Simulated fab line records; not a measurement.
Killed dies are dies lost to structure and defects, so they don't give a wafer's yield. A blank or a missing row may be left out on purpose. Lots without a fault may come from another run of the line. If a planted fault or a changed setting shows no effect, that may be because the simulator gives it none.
fab line records -- flow n5-finfet
[record] lots = 11, wafers = 31, last-day = 18
route steps=1938 shown BEOL_M11@1580 BEOL_M12@1602
lots with no fault: from the same line, run without faults
start-h: hours from the record's opening day to when the first of the lot's shown wafers began -- wait-h: how many hours have passed since the lot's step before this one -- " as in the row above -- L1.1+2: several wafers, shown together as one row -- - no value present, or no start provided -- * or withheld: withheld -- < > ~ a bound
route shown NAME@n: NAME is a module with steps in the file, n the number in the route of the first one -- usual: the fault-free wafers' mean and standard deviation -- same: alike in all rows -- chamber/n: place in a boat -- sites: readings site by site -- _std_site: how widely they spread, as a standard deviation -- _edge_site: the outer-site mean with the inner-site mean subtracted -- radius-mm: how far each site lies from the wafer's centre -- mask NAME#n: copy n -- behind: the last tool/chamber to shape the wafer -- hold: why the lot was held/for how many hours/how that ended -- device: which transistor (n, p or np) failed to switch -- end of line: tests run on the same wafers once the route is complete -- where a step has no rows: the recipe by itself -- killed: the dies lost at the first sort to structure and to defects; this is not the yield of the wafer -- map: per-die view of a wafer (x killed, . not killed, _ where there is no die)
set.NAME: the run value of the setting; set.NAME@STEP: its run value at that earlier step -- model.NAME: the simulator's own value behind a step, which no gauge read
route steps across a sampled set of lots; one table per step, one row per wafer
services: when a tool's chamber went out of use (start-h, in hours from the record's first day, below 0 if earlier), for how many hours, and the reason
[[steps]]
[step N5_BEOL_M11_STRIP_77]
[recipe] chemistry = N2/H2, time-s = 10, power-w = 450, temp-c = 40, pressure-mtorr = 20, rf-frequency-hz = 6e+07, bias-power-w = 7, n2-flow-sccm = 200, h2-flow-sccm = 200
[usual] drypump-motor-current-A = 5.8/0.6, oes-product-au = 0.79/0.088, rf-vpp-V = 59.2/0.97, showerhead-plenum-p-Torr = 2.56/0.1, throttle-valve-pct = 23.58/0.28
lot.wafer,tool,chamber,start-h,wait-h,drypump-motor-current-A,oes-product-au,rf-hours-counter-h,rf-vpp-V,showerhead-plenum-p-Torr,throttle-valve-pct
L273.1,rie-diel-01,1,-,-,4.7,0.92,17,59.9,2.60,23.64
L273.3,rie-diel-01,2,-,-,6.6,0.93,11,59.7,2.49,23.74
L273.4,rie-diel-01,0,-,-,5.9,0.89,42,59.9,2.69,23.28
L275.1,rie-diel-03,0,-,-,5.1,0.72,193,58.1,2.42,23.40
L275.4,rie-diel-03,3,-,-,6.4,0.86,38,59.1,2.69,23.30
L275.5,rie-diel-03,0,-,-,5.1,0.71,-,57.7,2.42,23.42
L280.5,rie-diel-03,2,-,-,5.5,0.70,-,58.7,2.50,24.08
L280.6,rie-diel-03,1,-,-,6.1,0.70,-,60.3,2.64,23.63
L281.2,rie-diel-01,2,-,-,6.6,0.89,29,58.7,2.48,23.76
L281.4,rie-diel-01,3,-,-,6.2,0.75,143,59.6,2.44,23.51
L281.5,rie-diel-01,0,-,-,5.9,0.86,-,59.9,2.68,23.29
L283.3,rie-diel-04,2,-,-,6.1,0.93,14,57.2,2.49,23.58
L283.4,rie-diel-04,1,-,-,5.4,0.87,-,58.9,2.57,23.48
L287.3,rie-diel-03,2,-,-,5.4,0.70,236,58.6,2.50,24.09
L287.4,rie-diel-03,1,-,-,6.1,0.69,192,59.0,2.63,23.65
L287.5,rie-diel-03,0,-,-,5.1,0.70,-,59.4,2.41,23.42
L286.2,rie-diel-04,0,-,-,5.4,0.73,210,58.7,2.62,24.01
L286.3,rie-diel-04,3,-,-,6.8,0.97,4,60.4,2.71,22.97
L286.5,rie-diel-04,1,-,-,5.4,0.85,-,59.3,2.57,23.50
L289.2,rie-diel-01,1,-,-,4.7,0.86,47,60.5,2.59,23.69
L289.3,rie-diel-01,3,-,-,6.2,0.75,154,58.4,2.43,23.49
L289.5,rie-diel-01,2,-,-,6.6,0.86,-,59.2,2.48,23.79
L293.3,rie-diel-01,3,-,-,6.2,0.73,162,57.8,2.43,23.49
L293.4,rie-diel-01,1,-,-,4.7,0.86,55,59.5,2.58,23.71
L293.5,rie-diel-01,2,-,-,6.6,0.86,-,59.0,2.47,23.78
L292.2,rie-diel-03,3,-,-,6.4,0.83,75,60.8,2.67,23.35
L292.3,rie-diel-03,1,-,-,6.1,0.69,203,59.3,2.63,23.64
L292.4,rie-diel-03,0,-,-,5.2,0.70,219,58.4,2.40,23.42
L294.2,rie-diel-03,1,-,-,6.1,0.70,205,58.4,2.63,23.65
L294.3,rie-diel-03,0,-,-,5.1,0.69,221,57.0,2.40,23.42
L294.4,rie-diel-03,3,-,-,6.4,0.82,-,59.4,2.67,23.33
[step N5_BEOL_M11_CURE_72]
[recipe] temp-c = 370, time-s = 120, ambient = DMADMS/He, material = SiCOH_lowk
[usual] lamp-power-pct = 52.31/0.05, wafer_temp_C_max = 371.4/0.51
lot.wafer,tool,chamber,start-h,wait-h,lamp-power-pct,wafer_temp_C_max
L273.1,uv-cure-01,2,243.43,0.0,52.25,371.2
L273.3,uv-cure-01,2,243.43,0.0,52.25,371.2
L273.4,uv-cure-01,2,243.43,0.0,52.34,372.1
L275.1,uv-cure-03,1,261.40,0.0,52.38,372.1
L275.4,uv-cure-03,1,261.40,0.0,52.36,371.3
L275.5,uv-cure-03,1,261.40,0.0,52.34,371.3
L280.5,uv-cure-01,2,292.55,0.2,52.31,371.1
L280.6,uv-cure-01,2,292.55,0.2,52.35,371.9
L281.2,uv-cure-02,2,303.39,0.1,52.25,370.8
L281.4,uv-cure-02,2,303.39,0.1,52.32,371.3
L281.5,uv-cure-02,2,303.39,0.1,52.35,371.0
L283.3,uv-cure-03,0,306.09,0.2,52.38,371.6
L283.4,uv-cure-03,0,306.09,0.2,52.29,371.4
L287.3,uv-cure-03,2,331.05,0.1,52.32,370.9
L287.4,uv-cure-03,2,331.05,0.1,52.40,371.4
L287.5,uv-cure-03,2,331.05,0.1,52.34,371.3
L286.2,uv-cure-03,0,331.76,0.1,52.31,371.6
L286.3,uv-cure-03,0,331.76,0.1,52.30,371.4
L286.5,uv-cure-03,0,331.76,0.1,52.31,371.3
L289.2,uv-cure-02,2,341.09,0.3,52.34,371.4
L289.3,uv-cure-02,2,341.09,0.3,52.32,371.4
L289.5,uv-cure-02,2,341.09,0.3,52.25,371.2
L293.3,uv-cure-03,1,367.41,0.1,52.27,370.9
L293.4,uv-cure-03,1,367.41,0.1,52.26,371.7
L293.5,uv-cure-03,1,367.41,0.1,52.31,371.4
L292.2,uv-cure-01,1,368.19,0.1,52.27,371.0
L292.3,uv-cure-01,1,368.19,0.1,52.27,370.7
L292.4,uv-cure-01,1,368.19,0.1,52.32,370.8
L294.2,uv-cure-02,1,375.39,0.1,52.31,371.9
L294.3,uv-cure-02,1,375.39,0.1,52.25,371.6
L294.4,uv-cure-02,1,375.39,0.1,52.34,371.7
[step N5_BEOL_M11_CMP_52]
[recipe] stop-on = SiCOH_lowk, t-overpolish-s = 7, down-force-psi = 1, platen-rpm = 50, clearing-platen-down-force-psi = 1.5, clearing-platen-rpm = 50, post-cmp-clean = cu-alkaline, target-thk-nm = 140, clearing-platen-pad-velocity-m-s = 0.99484, pad-velocity-m-s = 0.99484
[usual] barrier-field-endpoint-s = 29.1/0.85, motor-current-A = 6.2/0.64, overpolish-run-s = 7.000/0.0097, time-to-endpoint-s = 67/3.5
lot.wafer,tool,chamber,start-h,wait-h,barrier-field-endpoint-s,motor-current-A,overpolish-run-s,time-to-endpoint-s
L273.4,cmp-03,3,245.68,0.1,30.0,6.8,7.025,73
L273.3,cmp-03,0,245.68,0.1,29.5,6.1,6.994,76
L273.1,cmp-03,1,245.68,0.1,30.3,6.3,7.023,74
L275.4,cmp-03,1,264.91,0.1,30.2,6.2,7.011,71
L275.1,cmp-03,2,264.91,0.1,28.9,5.6,6.995,66
L275.5,cmp-03,1,264.91,0.1,29.5,6.0,6.979,67
L280.6,cmp-03,0,294.32,0.2,28.9,6.4,6.993,67
L280.5,cmp-03,1,294.32,0.2,16.3,6.0,6.988,36
L281.2,cmp-03,0,305.53,0.2,29.4,6.2,7.011,67
L281.4,cmp-03,2,305.53,0.2,16.5,5.7,6.996,37
L281.5,cmp-03,0,305.53,0.2,16.5,6.3,7.002,38
L283.3,cmp-03,0,307.79,0.2,29.1,5.9,7.000,66
L283.4,cmp-03,1,307.79,0.2,17.2,6.1,6.999,42
L287.3,cmp-04,1,333.16,0.2,28.0,5.9,7.009,64
L287.4,cmp-04,2,333.16,0.2,28.1,6.3,7.010,65
L287.5,cmp-04,2,333.16,0.2,28.2,6.4,6.993,64
L286.3,cmp-02,2,334.24,0.2,30.2,7.4,6.985,71
L286.2,cmp-02,3,334.24,0.2,30.0,6.1,6.993,70
L286.5,cmp-02,1,334.24,0.2,29.6,5.5,7.009,66
L289.2,cmp-04,1,344.26,0.2,28.5,6.4,7.006,68
L289.3,cmp-04,0,344.26,0.2,28.3,5.8,6.993,62
L289.5,cmp-04,1,344.26,0.2,28.8,6.3,7.005,68
L293.3,cmp-04,2,369.77,0.2,28.6,6.4,7.007,63
L293.4,cmp-04,3,369.77,0.2,28.6,6.0,6.997,64
L293.5,cmp-04,3,369.77,0.2,28.9,5.8,7.011,65
L292.3,cmp-03,3,369.81,0.2,28.4,7.0,6.997,68
L292.4,cmp-03,0,369.81,0.2,29.1,6.0,6.983,68
L292.2,cmp-03,1,369.81,0.2,28.8,5.8,7.007,68
L294.2,cmp-03,3,379.42,0.2,28.3,6.9,6.984,63
L294.4,cmp-03,1,379.42,0.2,29.3,5.9,7.002,68
L294.3,cmp-03,2,379.42,0.2,28.4,5.8,6.999,69
[step N5_BEOL_M12_ILD_DEP_00]
[recipe] material = SiOC, target-thk-a = 6589.2, temp-c = 350, precursor = DEMS/O2, pressure-torr = 5, rf-w = 500, time-s = 130.7
[usual] chamber-pressure-Torr = 4.998/0.01, heater-power-w = 543/95, showerhead-plenum-p-Torr = 5.696/0.013, throttle-valve-pct = 11.4/0.51
lot.wafer,tool,chamber,start-h,wait-h,chamber-pressure-Torr,heater-power-w,showerhead-plenum-p-Torr,throttle-valve-pct
L273.1,pecvd-04,0,246.20,0.0,4.987,578,5.702,11.0
L273.3,pecvd-04,1,246.20,0.0,5.000,659,5.666,11.4
L273.4,pecvd-04,0,246.20,0.0,5.003,620,5.699,10.8
L275.1,pecvd-02,0,265.40,0.0,5.006,469,5.707,12.0
L275.4,pecvd-02,2,265.40,0.0,5.010,316,5.700,11.0
L275.5,pecvd-02,0,265.40,0.0,4.985,497,5.706,12.2
L280.5,pecvd-04,0,294.71,0.1,5.007,629,5.731,10.9
L280.6,pecvd-04,2,294.71,0.1,5.008,557,5.705,11.1
L281.2,pecvd-04,0,306.02,0.0,5.016,630,5.703,10.9
L281.4,pecvd-04,0,306.02,0.0,5.010,511,5.697,11.2
L281.5,pecvd-04,1,306.02,0.0,4.987,684,5.694,11.5
L283.3,pecvd-04,2,308.27,0.0,4.997,561,5.689,11.1
L283.4,pecvd-04,0,308.27,0.0,5.004,519,5.690,11.0
L287.3,pecvd-01,1,333.64,0.0,5.004,409,5.700,12.4
L287.4,pecvd-01,0,333.64,0.0,4.994,481,5.708,12.8
L287.5,pecvd-01,1,333.64,0.0,5.004,426,5.685,12.5
L286.2,pecvd-02,2,334.69,0.0,4.997,390,5.687,11.3
L286.3,pecvd-02,0,334.69,0.0,4.990,460,5.710,11.8
L286.5,pecvd-02,0,334.69,0.0,4.972,476,5.703,12.0
L289.2,pecvd-02,0,344.74,0.0,4.981,499,5.695,12.2
L289.3,pecvd-02,2,344.74,0.0,5.009,376,5.696,11.0
L289.5,pecvd-02,2,344.74,0.0,5.007,400,5.688,11.2
L293.3,pecvd-04,0,370.25,0.0,5.009,598,5.696,11.1
L293.4,pecvd-04,1,370.25,0.0,4.988,663,5.669,11.7
L293.5,pecvd-04,2,370.25,0.0,4.985,593,5.695,11.1
L292.2,pecvd-02,0,370.26,0.0,4.993,449,5.715,11.9
L292.3,pecvd-02,1,370.26,0.0,5.011,603,5.697,12.0
L292.4,pecvd-02,0,370.26,0.0,4.987,483,5.698,11.9
L294.2,pecvd-04,1,379.90,0.0,5.013,647,5.679,11.2
L294.3,pecvd-04,2,379.90,0.0,4.997,599,5.691,10.9
L294.4,pecvd-04,2,379.90,0.0,4.988,608,5.689,11.0
[[services]]
tool,chamber,start-h,hours,kind
cmp-02,-,229.11,3.4,repair
rie-diel-01,-,229.97,2.8,pm
pecvd-01,-,232.63,14.6,pm
cmp-02,-,233.99,3.5,repair
rie-diel-04,1,239.23,6.4,repair
cmp-02,-,245.13,5.6,repair
cmp-03,-,252.05,1.9,repair
cmp-02,-,262.98,0.3,repair
uv-cure-03,-,274.22,11.7,repair
cmp-02,-,275.49,1.8,repair
rie-diel-01,3,284.47,7.4,repair
cmp-04,-,292.04,4.0,pm
cmp-03,-,308.01,3.7,pm
cmp-03,-,314.98,1.8,repair
cmp-03,-,340.49,1.3,repair
cmp-02,-,341.26,5.8,pm
cmp-04,-,352.73,5.7,pm
uv-cure-03,-,353.56,0.7,repair
cmp-02,-,357.16,3.5,repair
uv-cure-01,-,359.02,1.6,repair
cmp-04,-,361.04,1.5,repair
cmp-02,-,363.14,3.4,repair
cmp-04,-,371.75,3.4,repair
rie-diel-03,2,372.84,-,clean
[[key]]
[first-sign] step = N5_BEOL_M11_CMP_52, reading = barrier-field-endpoint-s, direction = down, sigmas = 15, usual = 29.1, struck = 16.6
[effect] step = N5_BEOL_M11_CMP_52, reading = time-to-endpoint-s, direction = down, sigmas = 8.3, usual = *, struck = *
met-at N5_BEOL_M11_CMP_52
struck-lots L280,L281,L283
struck-wafers L280.5,L281.4,L281.5,L283.4
not-acting-at N5_BEOL_M11_STRIP_77,N5_BEOL_M11_CURE_72,N5_BEOL_M12_ILD_DEP_00
onset-between 264.91 294.32
[fault] kind = process-parameter-drift, tool = cmp-03, chamber = -, onset-h = 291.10, steps = N5_BEOL_M11_CMP_52, channel = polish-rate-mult, offset = 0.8, shape = step, end-h = 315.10, scope = struck-wafers-only
